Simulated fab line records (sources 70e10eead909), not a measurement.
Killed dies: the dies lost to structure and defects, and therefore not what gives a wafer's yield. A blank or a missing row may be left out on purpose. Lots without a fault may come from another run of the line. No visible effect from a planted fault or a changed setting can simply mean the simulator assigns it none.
Which tool did it?    flow nand_harc    Sampling: 12 lots, 36 wafers, 3 of 1159 route steps

WHAT EACH GAUGE READ, for each wafer
NHARC_P_M2_INSPECT_27.
lot   measured      on                 raw_defect_count
L075  day 6 06:45   defect_inspect-02  163 306 175
L077  day 7 04:46   defect_inspect-01  333 320 529
L078  day 7 12:21   defect_inspect-01  159 133 266
L080  day 8 02:49   defect_inspect-01  645 268 458
L083  day 8 19:03   defect_inspect-01  280 202 319
L087  day 10 05:53  defect_inspect-02  225 271 318
L085  day 10 07:07  defect_inspect-01  274 344 321
L089  day 10 10:45  defect_inspect-02  181 273 190
L092  day 10 16:49  defect_inspect-01  215 216 212
L094  day 10 23:56  defect_inspect-02  465 384 458
L095  day 11 17:04  defect_inspect-01  308 385 327
L097  day 12 02:51  defect_inspect-02  334 490 306

TOOL THAT RAN EACH LOT (tool first, then ch and the chambers of the sampled wafers, then the start)
lot   NHARC_P_M2_PRE_CLEAN_30                  NHARC_P_M2_PVD_20
L075  pvd_sputter-01, day 6 06:45 or earlier   pvd_sputter-01, day 6 06:45 or earlier
L077  pvd_sputter-01, day 7 04:46 or earlier   pvd_sputter-01, day 7 04:46 or earlier
L078  pvd_sputter-03, day 7 12:21 or earlier   pvd_sputter-03, day 7 12:21 or earlier
L080  pvd_sputter-02, day 8 02:49 or earlier   pvd_sputter-02, day 8 02:49 or earlier
L083  pvd_sputter-01, day 8 19:03 or earlier   pvd_sputter-01, day 8 19:03 or earlier
L087  pvd_sputter-03, day 10 05:53 or earlier  pvd_sputter-03, day 10 05:53 or earlier
L085  pvd_sputter-03, day 10 07:07 or earlier  pvd_sputter-03, day 10 07:07 or earlier
L089  pvd_sputter-03, day 10 10:45 or earlier  pvd_sputter-03, day 10 10:45 or earlier
L092  pvd_sputter-01, day 10 16:49 or earlier  pvd_sputter-01, day 10 16:49 or earlier
L094  pvd_sputter-03, day 10 23:56 or earlier  pvd_sputter-03, day 10 23:56 or earlier
L095  pvd_sputter-03, day 11 17:04 or earlier  pvd_sputter-03, day 11 17:04 or earlier
L097  pvd_sputter-02, day 12 02:51 or earlier  pvd_sputter-02, day 12 02:51 or earlier
- NHARC_P_M2_PRE_CLEAN_30: time 30 s.
- NHARC_P_M2_PVD_20: deposits TaN, target thk 5 nm, time 8.06 s.

THE ANSWER, worked out from the rows above alone
Rule: what is usual is taken from the lots themselves. The widest of any qualifying gaps counts: lots, ordered by their means at a reading, are off when they make up no more than a third of the lots, leave a main group of 4 or more, and stand apart from it by 3 or more times the standard deviation of that group's means. The tables above print the reading to a certain number of digits; a main group whose means all agree to those digits is not used. A lot without any number at a reading at which 4 lots or more have one is off too. Any other lot the step has rows for is counted as sound.
Across all readings shown, no lot is off: no conclusion can be drawn from this.

WHAT THE SIMULATOR PUT IN
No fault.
